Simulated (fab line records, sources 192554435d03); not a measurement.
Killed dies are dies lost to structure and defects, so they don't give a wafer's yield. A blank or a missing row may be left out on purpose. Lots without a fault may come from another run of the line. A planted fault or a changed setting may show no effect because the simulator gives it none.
Which tool did it? | flow n5_finfet | 23 lots, 69 wafers sampled, at 6 steps of a route of 1938

WHAT THE GAUGES READ, wafer by wafer
N5_BEOL_M10_INSPECT_58: inspects for defects (darkfield). Usual: raw_defect_count 71, standard deviation 25.
lot  | measured     | on                | raw_defect_count | flag
L074 | day 10 06:33 | defect_inspect-01 | 51 53 57         |
L076 | day 11 01:45 | defect_inspect-02 | 94 79 91         |
L075 | day 11 12:40 | defect_inspect-01 | 105 100 65       |
L078 | day 11 19:04 | defect_inspect-01 | 71 59 43         |
L080 | day 12 18:09 | defect_inspect-02 | 65 65 51         |
L082 | day 12 21:11 | defect_inspect-02 | 43 18 69         |
L079 | day 12 21:22 | defect_inspect-01 | 66 44 73         |
L081 | day 12 22:00 | defect_inspect-01 | 130 79 89        |
L083 | day 13 01:10 | defect_inspect-02 | 49 81 74         |
L085 | day 13 22:55 | defect_inspect-01 | 55 60 33         |
L084 | day 14 00:04 | defect_inspect-02 | 82 163 85        |
L088 | day 14 06:26 | defect_inspect-01 | 64 141 46        |
L087 | day 14 05:53 | defect_inspect-01 | 63 82 103        |
L089 | day 14 09:50 | defect_inspect-01 | 45 55 41         |
L086 | day 14 09:46 | defect_inspect-01 | 67 52 55         |
L090 | day 14 16:50 | defect_inspect-02 | 62 73 61         |
L091 | day 15 00:49 | defect_inspect-02 | 68 79 98         |
L092 | day 15 09:41 | defect_inspect-02 | 82 75 71         |
L093 | day 16 00:28 | defect_inspect-02 | 62 89 47         |
L095 | day 16 13:13 | defect_inspect-01 | 42 58 45         |
L094 | day 16 15:47 | defect_inspect-01 | 107 70 73        |
L096 | day 16 18:03 | defect_inspect-02 | 99 65 88         |
L097 | day 17 12:41 | defect_inspect-01 | 82 115 85        |

N5_BEOL_M11_THK_MEAS_01. Usual: M11_ILD_THK 268 nm, standard deviation 3.7.
lot  | measured     | on            | M11_ILD_THK (nm) | flag
L074 | day 10 07:11 | film_metro-01 | 262 265 262      |
L076 | day 11 02:23 | film_metro-01 | 263 269 268      |
L075 | day 11 13:17 | film_metro-02 | 270 271 270      |
L078 | day 11 19:41 | film_metro-02 | 270 270 272      |
L080 | day 12 18:47 | film_metro-02 | 269 265 273      |
L082 | day 12 21:49 | film_metro-01 | 265 268 272      |
L079 | day 12 22:29 | film_metro-02 | 268 271 274      |
L081 | day 12 22:46 | film_metro-02 | 265 262 267      |
L083 | day 13 02:17 | film_metro-02 | 269 268 272      |
L085 | day 13 23:49 | film_metro-02 | 267 268 271      |
L084 | day 14 01:10 | film_metro-01 | 262 266 267      |
L088 | day 14 07:04 | film_metro-02 | 268 266 268      |
L087 | day 14 06:31 | film_metro-02 | 265 264 271      |
L089 | day 14 10:32 | film_metro-02 | 267 267 274      |
L086 | day 14 10:23 | film_metro-01 | 268 265 270      |
L090 | day 14 17:28 | film_metro-02 | 268 273 272      |
L091 | day 15 01:28 | film_metro-02 | 271 273 276      |
L092 | day 15 10:19 | film_metro-01 | 265 269 267      |
L093 | day 16 01:08 | film_metro-02 | 269 271 274      |
L095 | day 16 13:51 | film_metro-01 | 261 268 270      |
L094 | day 16 16:25 | film_metro-02 | 269 272 271      |
L096 | day 16 18:41 | film_metro-01 | 265 269 272      |
L097 | day 17 13:19 | film_metro-01 | 271 268 274      |

WHICH TOOL RAN EACH LOT (tool, then ch and the chambers of the sampled wafers, then the start)
lot  | N5_BEOL_M10_DESCUM_16              | N5_BEOL_M10_STRIP_36               | N5_BEOL_M10_ETCH_41                           | N5_BEOL_M10_SURFACE_TREAT_76
L074 | rie_diel-01 ch 0,2,3, day 10 01:57 | rie_diel-06 ch 0,3, day 10 03:35   | rie_diel-06 ch 0,3, day 10 05:17 or earlier   | pvd_sputter-03, day 10 05:17
L076 | rie_diel-02 ch 0,1,3, day 10 17:44 | rie_diel-06 ch 0,1,2, day 10 23:08 | rie_diel-06 ch 0,1,2, day 11 00:23 or earlier | pvd_sputter-03, day 11 00:23
L075 | rie_diel-02 ch 2,3, day 11 08:03   | rie_diel-06 ch 2,3, day 11 10:07   | rie_diel-06 ch 2,3, day 11 11:26 or earlier   | pvd_sputter-01, day 11 11:26
L078 | rie_diel-02 ch 0,1, day 11 11:57   | rie_diel-06 ch 0,2,3, day 11 14:11 | rie_diel-06 ch 0,2,3, day 11 17:47 or earlier | pvd_sputter-01, day 11 17:47
L080 | rie_diel-06 ch 0,3, day 12 11:19   | rie_diel-01 ch 0,1, day 12 14:52   | rie_diel-01 ch 0,1, day 12 16:22 or earlier   | pvd_sputter-02, day 12 16:22
L082 | rie_diel-06 ch 0,1,2, day 12 15:17 | rie_diel-01 ch 0,3, day 12 16:24   | rie_diel-01 ch 0,3, day 12 19:46 or earlier   | pvd_sputter-03, day 12 19:46
L079 | rie_diel-01 ch 1,2,3, day 12 15:35 | rie_diel-02 ch 0,1,2, day 12 16:58 | rie_diel-02 ch 0,1,2, day 12 19:57 or earlier | pvd_sputter-03, day 12 19:57
L081 | rie_diel-02 ch 1,3, day 12 17:52   | rie_diel-02 ch 1,2,3, day 12 19:20 | rie_diel-02 ch 1,2,3, day 12 20:43 or earlier | pvd_sputter-01, day 12 20:43
L083 | rie_diel-02 ch 0,1,2, day 12 20:18 | rie_diel-01 ch 0,2,3, day 12 22:13 | rie_diel-01 ch 0,2,3, day 12 23:46 or earlier | pvd_sputter-01, day 12 23:46
L085 | rie_diel-02 ch 0,2,3, day 13 14:44 | rie_diel-06 ch 0,3, day 13 20:07   | rie_diel-06 ch 0,3, day 13 21:40 or earlier   | pvd_sputter-02, day 13 21:40
L084 | rie_diel-06 ch 0,1,3, day 13 18:04 | rie_diel-06 ch 0,3, day 13 20:43   | rie_diel-06 ch 0,3, day 13 22:24 or earlier   | pvd_sputter-01, day 13 22:24
L088 | rie_diel-01 ch 0,1,2, day 13 23:01 | rie_diel-02 ch 0,3, day 14 03:45   | rie_diel-02 ch 0,3, day 14 05:01 or earlier   | pvd_sputter-02, day 14 05:01
L087 | rie_diel-06 ch 1,3, day 14 00:12   | rie_diel-06 ch 0,3, day 14 03:20   | rie_diel-06 ch 0,3, day 14 04:44 or earlier   | pvd_sputter-03, day 14 04:44
L089 | rie_diel-06 ch 2,3, day 14 03:55   | rie_diel-01 ch 1,2, day 14 06:57   | rie_diel-01 ch 1,2, day 14 08:20 or earlier   | pvd_sputter-01, day 14 08:20
L086 | rie_diel-01 ch 1,2,3, day 14 04:24 | rie_diel-06 ch 0,1,2, day 14 07:07 | rie_diel-06 ch 0,1,2, day 14 08:22 or earlier | pvd_sputter-01, day 14 08:22
L090 | rie_diel-01 ch 1,2,3, day 14 12:35 | rie_diel-02 ch 0,2,3, day 14 13:49 | rie_diel-02 ch 0,2,3, day 14 15:40 or earlier | pvd_sputter-02, day 14 15:40
L091 | rie_diel-06 ch 1,2,3, day 14 16:58 | rie_diel-06 ch 1,2, day 14 21:23   | rie_diel-06 ch 1,2, day 14 23:23 or earlier   | pvd_sputter-01, day 14 23:23
L092 | rie_diel-02 ch 0,1,3, day 15 03:46 | rie_diel-02 ch 0,1,3, day 15 05:52 | rie_diel-02 ch 0,1,3, day 15 08:14 or earlier | pvd_sputter-03, day 15 08:14
L093 | rie_diel-01 ch 0,1,3, day 15 18:26 | rie_diel-01 ch 1,2,3, day 15 21:48 | rie_diel-01 ch 1,2,3, day 15 23:14 or earlier | pvd_sputter-01, day 15 23:14
L095 | rie_diel-02 ch 0,1,3, day 16 07:33 | rie_diel-06 ch 0,1,3, day 16 10:18 | rie_diel-06 ch 0,1,3, day 16 11:31 or earlier | pvd_sputter-01, day 16 11:31
L094 | rie_diel-01 ch 0,1,2, day 16 09:39 | rie_diel-02 ch 0,2, day 16 11:44   | rie_diel-02 ch 0,2, day 16 14:21 or earlier   | pvd_sputter-01, day 16 14:21
L096 | rie_diel-06 ch 0,3, day 16 11:06   | rie_diel-06 ch 0,3, day 16 14:28   | rie_diel-06 ch 0,3, day 16 16:52 or earlier   | pvd_sputter-02, day 16 16:52
L097 | rie_diel-06 ch 0,2, day 17 07:49   | rie_diel-06 ch 1,2, day 17 10:11   | rie_diel-06 ch 1,2, day 17 11:26 or earlier   | pvd_sputter-02, day 17 11:26
- N5_BEOL_M10_DESCUM_16: chemistry O2, time 7.9 s.
- N5_BEOL_M10_STRIP_36: strips in N2/H2.
- N5_BEOL_M10_ETCH_41: etches SiCN in CH3F/O2, target depth 42.6 nm, time 86 s.
- N5_BEOL_M10_SURFACE_TREAT_76

WHAT THE TOOLS THEMSELVES READ (means of the sampled wafers that have a number; where no wafer has one, the mark that the record gives instead)
N5_BEOL_M10_DESCUM_16. Usual: drypump_motor_current_A 5.5 A, standard deviation 0.34; o2_flow_sccm 225.0 sccm, standard deviation 0.56; oes_product_au 0.76 a.u., standard deviation 0.081; rf_vpp_V 242.8 V, standard deviation 1.4; showerhead_plenum_p_Torr 2.08 Torr, standard deviation 0.069; temp_c 40.00 C, standard deviation 0.11; throttle_valve_pct 20.61 %, standard deviation 0.27.
lot  | tool        | drypump_motor_current_A (A) | o2_flow_sccm (sccm) | oes_product_au (a.u.) | rf_vpp_V (V) | showerhead_plenum_p_Torr (Torr) | temp_c (C) | throttle_valve_pct (%) | flag
L074 | rie_diel-01 | 5.7                         | 224.9               | 0.79                  | 243.9        | 2.09                            | 39.92      | 20.60                  |
L076 | rie_diel-02 | 5.5                         | 224.7               | 0.74                  | 242.8        | 2.09                            | 39.99      | 20.62                  |
L075 | rie_diel-02 | 5.2                         | 225.1               | 0.71                  | 243.6        | 2.11                            | 40.04      | 21.00                  |
L078 | rie_diel-02 | 5.5                         | 225.0               | 0.74                  | 242.6        | 2.07                            | 39.95      | 20.49                  |
L080 | rie_diel-06 | 5.7                         | 225.5               | 0.71                  | 242.6        | 2.04                            | 40.13      | 20.68                  |
L082 | rie_diel-06 | 5.2                         | 224.9               | 0.76                  | 243.6        | 2.11                            | 39.97      | 20.55                  |
L079 | rie_diel-01 | 5.7                         | 225.4               | 0.78                  | 244.1        | 2.09                            | 40.18      | 20.53                  |
L081 | rie_diel-02 | 5.1                         | 225.7               | 0.72                  | 243.6        | 2.15                            | 39.97      | 20.88                  |
L083 | rie_diel-02 | 5.5                         | 224.6               | 0.73                  | 241.7        | 2.02                            | 39.95      | 20.63                  |
L085 | rie_diel-02 | 5.5                         | 224.9               | 0.71                  | 242.0        | 2.05                            | 40.06      | 20.78                  |
L084 | rie_diel-06 | 5.4                         | 225.1               | 0.76                  | 242.7        | 2.06                            | 40.02      | 20.58                  |
L088 | rie_diel-01 | 5.7                         | 225.2               | 0.79                  | 242.5        | 2.10                            | 39.92      | 20.52                  |
L087 | rie_diel-06 | 5.7                         | 224.9               | 0.77                  | 241.5        | 2.00                            | 39.95      | 20.44                  |
L089 | rie_diel-06 | 5.6                         | 225.3               | 0.69                  | 241.4        | 2.03                            | 39.95      | 20.54                  |
L086 | rie_diel-01 | 5.7                         | 224.4               | 0.76                  | 243.1        | 2.09                            | 39.95      | 20.54                  |
L090 | rie_diel-01 | 5.7                         | 224.5               | 0.77                  | 243.3        | 2.08                            | 39.96      | 20.56                  |
L091 | rie_diel-06 | 5.4                         | 225.2               | 0.75                  | 241.9        | 2.04                            | 39.99      | 20.42                  |
L092 | rie_diel-02 | 5.5                         | 224.8               | 0.72                  | 242.9        | 2.08                            | 39.99      | 20.68                  |
L093 | rie_diel-01 | 5.7                         | 224.9               | 0.76                  | 243.3        | 2.08                            | 40.04      | 20.54                  |
L095 | rie_diel-02 | 5.5                         | 225.5               | 0.70                  | 242.8        | 2.07                            | 40.07      | 20.69                  |
L094 | rie_diel-01 | 5.7                         | 225.1               | 0.77                  | 243.0        | 2.09                            | 39.96      | 20.56                  |
L096 | rie_diel-06 | 5.4                         | 225.2               | 0.88                  | 242.7        | 2.10                            | 40.00      | 20.57                  |
L097 | rie_diel-06 | 5.2                         | 224.8               | 0.96                  | 243.7        | 2.15                            | 40.09      | 20.42                  |

N5_BEOL_M10_STRIP_36. Usual: drypump_motor_current_A 5.5 A, standard deviation 0.36; oes_product_au 0.76 a.u., standard deviation 0.092; rf_vpp_V 59.1 V, standard deviation 1.8; showerhead_plenum_p_Torr 2.52 Torr, standard deviation 0.081; temp_c 39.99 C, standard deviation 0.1; throttle_valve_pct 23.79 %, standard deviation 0.3.
lot  | tool        | drypump_motor_current_A (A) | oes_product_au (a.u.) | rf_vpp_V (V) | showerhead_plenum_p_Torr (Torr) | temp_c (C) | throttle_valve_pct (%) | flag
L074 | rie_diel-06 | 5.4                         | 0.72                  | 60.3         | 2.55                            | 40.01      | 23.88                  |
L076 | rie_diel-06 | 5.2                         | 0.78                  | 59.1         | 2.57                            | 39.95      | 23.65                  |
L075 | rie_diel-06 | 5.6                         | 0.72                  | 58.1         | 2.49                            | 39.95      | 23.91                  |
L078 | rie_diel-06 | 5.4                         | 0.70                  | 58.0         | 2.55                            | 40.00      | 23.82                  |
L080 | rie_diel-01 | 5.7                         | 0.81                  | 59.9         | 2.56                            | 40.10      | 23.61                  |
L082 | rie_diel-01 | 5.7                         | 0.75                  | 58.0         | 2.52                            | 39.95      | 23.80                  |
L079 | rie_diel-02 | 5.6                         | 0.72                  | 61.4         | 2.45                            | 40.04      | 23.79                  |
L081 | rie_diel-02 | 5.2                         | 0.71                  | 59.4         | 2.52                            | 39.88      | 24.07                  |
L083 | rie_diel-01 | 5.7                         | 0.75                  | 61.7         | 2.54                            | 39.88      | 23.86                  |
L085 | rie_diel-06 | 5.4                         | 0.69                  | 58.4         | 2.53                            | 40.11      | 23.91                  |
L084 | rie_diel-06 | 5.4                         | 0.69                  | 59.0         | 2.53                            | 40.05      | 23.92                  |
L088 | rie_diel-02 | 5.4                         | 0.71                  | 59.9         | 2.56                            | 39.99      | 24.13                  |
L087 | rie_diel-06 | 5.4                         | 0.68                  | 58.9         | 2.53                            | 39.98      | 23.92                  |
L089 | rie_diel-01 | 5.7                         | 0.78                  | 60.0         | 2.54                            | 40.06      | 23.78                  |
L086 | rie_diel-06 | 5.2                         | 0.74                  | 58.9         | 2.55                            | 40.04      | 23.69                  |
L090 | rie_diel-02 | 5.5                         | 0.69                  | 58.8         | 2.47                            | 40.06      | 24.05                  |
L091 | rie_diel-06 | 5.2                         | 0.79                  | 57.2         | 2.51                            | 40.01      | 23.60                  |
L092 | rie_diel-02 | 5.5                         | 0.71                  | 59.2         | 2.52                            | 39.94      | 23.91                  |
L093 | rie_diel-01 | 5.7                         | 0.75                  | 58.0         | 2.53                            | 40.11      | 23.73                  |
L095 | rie_diel-06 | 5.4                         | 0.83                  | 59.5         | 2.49                            | 40.03      | 23.72                  |
L094 | rie_diel-02 | 5.8                         | 0.81                  | 58.5         | 2.50                            | 40.04      | 23.67                  |
L096 | rie_diel-06 | 5.5                         | 0.87                  | 60.8         | 2.53                            | 39.96      | 23.65                  |
L097 | rie_diel-06 | 5.2                         | 0.90                  | 57.2         | 2.50                            | 39.93      | 23.51                  |

N5_BEOL_M10_ETCH_41. Usual: CH3F_flow_sccm 30.01 sccm, standard deviation 0.094; drypump_motor_current_A 5.5 A, standard deviation 0.36; oes_product_au 0.76 a.u., standard deviation 0.095; rf_vpp_V 296.9 V, standard deviation 1.6; showerhead_plenum_p_Torr 1.99 Torr, standard deviation 0.064; throttle_valve_pct 16.51 %, standard deviation 0.2.
lot  | tool        | CH3F_flow_sccm (sccm) | drypump_motor_current_A (A) | oes_product_au (a.u.) | rf_vpp_V (V) | showerhead_plenum_p_Torr (Torr) | throttle_valve_pct (%) | flag
L074 | rie_diel-06 | 29.92                 | 5.4                         | 0.70                  | 297.6        | 2.01                            | 16.65                  |
L076 | rie_diel-06 | 30.04                 | 5.2                         | 0.77                  | 298.0        | 2.04                            | 16.52                  |
L075 | rie_diel-06 | 29.98                 | 5.6                         | 0.71                  | 295.7        | 1.97                            | 16.54                  |
L078 | rie_diel-06 | 30.00                 | 5.4                         | 0.69                  | 297.0        | 2.02                            | 16.62                  |
L080 | rie_diel-01 | 29.87                 | 5.7                         | 0.82                  | 297.9        | 2.02                            | 16.40                  |
L082 | rie_diel-01 | 30.00                 | 5.7                         | 0.74                  | 296.7        | 1.99                            | 16.58                  |
L079 | rie_diel-02 | 30.07                 | 5.5                         | 0.72                  | 294.7        | 1.93                            | 16.53                  |
L081 | rie_diel-02 | 29.99                 | 5.2                         | 0.71                  | 295.9        | 1.98                            | 16.68                  |
L083 | rie_diel-01 | 30.02                 | 5.7                         | 0.75                  | 297.1        | 2.00                            | 16.53                  |
L085 | rie_diel-06 | 29.98                 | 5.4                         | 0.68                  | 297.8        | 2.00                            | 16.70                  |
L084 | rie_diel-06 | 30.10                 | 5.4                         | 0.68                  | 297.2        | 2.00                            | 16.71                  |
L088 | rie_diel-02 | 29.88                 | 5.5                         | 0.71                  | 297.4        | 2.01                            | 16.68                  |
L087 | rie_diel-06 | 29.96                 | 5.4                         | 0.68                  | 296.6        | 2.00                            | 16.72                  |
L089 | rie_diel-01 | 30.04                 | 5.7                         | 0.78                  | 297.8        | 2.01                            | 16.43                  |
L086 | rie_diel-06 | 29.97                 | 5.2                         | 0.74                  | 296.4        | 2.03                            | 16.57                  |
L090 | rie_diel-02 | 30.02                 | 5.5                         | 0.70                  | 295.8        | 1.95                            | 16.71                  |
L091 | rie_diel-06 | 30.07                 | 5.2                         | 0.81                  | 296.5        | 2.00                            | 16.41                  |
L092 | rie_diel-02 | 29.97                 | 5.5                         | 0.71                  | 296.7        | 1.98                            | 16.55                  |
L093 | rie_diel-01 | 30.05                 | 5.7                         | 0.75                  | 297.1        | 1.99                            | 16.51                  |
L095 | rie_diel-06 | 29.97                 | 5.4                         | 0.84                  | 296.2        | 1.97                            | 16.40                  |
L094 | rie_diel-02 | 29.91                 | 5.8                         | 0.80                  | 296.2        | 1.98                            | 16.42                  |
L096 | rie_diel-06 | 30.04                 | 5.4                         | 0.87                  | 296.5        | 2.00                            | 16.38                  |
L097 | rie_diel-06 | 30.05                 | 5.1                         | 0.90                  | 297.3        | 1.99                            | 16.28                  |

THE ANSWER, worked out from the rows above alone
Rule: a lot is off if the mean of its wafers that have a number lies more than 3 standard deviations from the usual mean. A lot without any number at a reading at which 4 lots or more have one is off too. The other lots that the step has rows for count as sound. The gauges are gone through in route order, then the tools' own readings, and for those a lot's mean is taken as printed above. The first step at which some lot is off is used, and at that step the reading that is off furthest; a lot without a number counts as furthest.
No lot is off at any reading shown: from this, nothing can be told.

WHAT THE SIMULATOR HAD PUT IN
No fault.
